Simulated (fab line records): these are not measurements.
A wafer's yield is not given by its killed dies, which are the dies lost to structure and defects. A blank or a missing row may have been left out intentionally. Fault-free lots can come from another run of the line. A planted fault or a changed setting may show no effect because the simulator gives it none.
Chamber matching -- flow nand-harc -- pecvd-02 running NHARC_A_M1_DEP_33: 3 sister chambers
The step deposits SiCN, target thk 30 nm. 5 wafers are shown with their chamber, then 7 later ones without.

## WAFERS PAIRED WITH THEIR CHAMBERS
wafer,chamber,heater-power-w (W)
L084.3,1,615
L091.1,2,591
L091.6,0,610
L090.1,2,558
L090.3,0,595

## WAFERS WITHOUT THEIR CHAMBER
wafer,heater-power-w (W)
L090.5,603
L097.1,629
L097.3,568
L097.6,630
L097.2,611
L097.4,621
L097.5,562

## THE CHAMBER EACH PASSED THROUGH
wafer,from the rows above,in truth
L090.5,can't be placed: 0 or 1 or 2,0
L097.1,can't be placed: 1 or 0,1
L097.3,can't be placed: 2 or 0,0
L097.6,can't be placed: 1 or 0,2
L097.2,can't be placed: 1 or 0 or 2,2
L097.4,can't be placed: 1 or 0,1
L097.5,can't be placed: 2 or 0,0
0 of 7 placed correctly. These rows do not allow placing 7 (true chamber among the candidates in 6). Wrongly placed: 0.
How it was worked out, from the rows above alone: a wafer's distance from a chamber is the root of the sum, over the readings, of the square of ((its reading less the chamber's mean) divided by the reading's scatter). The wafer belongs to the nearest chamber; if the next one is less than 2 further off, it can't be placed. For every chamber, the mean is computed from those of its wafers that are shown. The scatter is the square root of a quotient: the sum, over the shown wafers, of each reading's squared deviation from its chamber's mean, divided by wafers minus chambers.
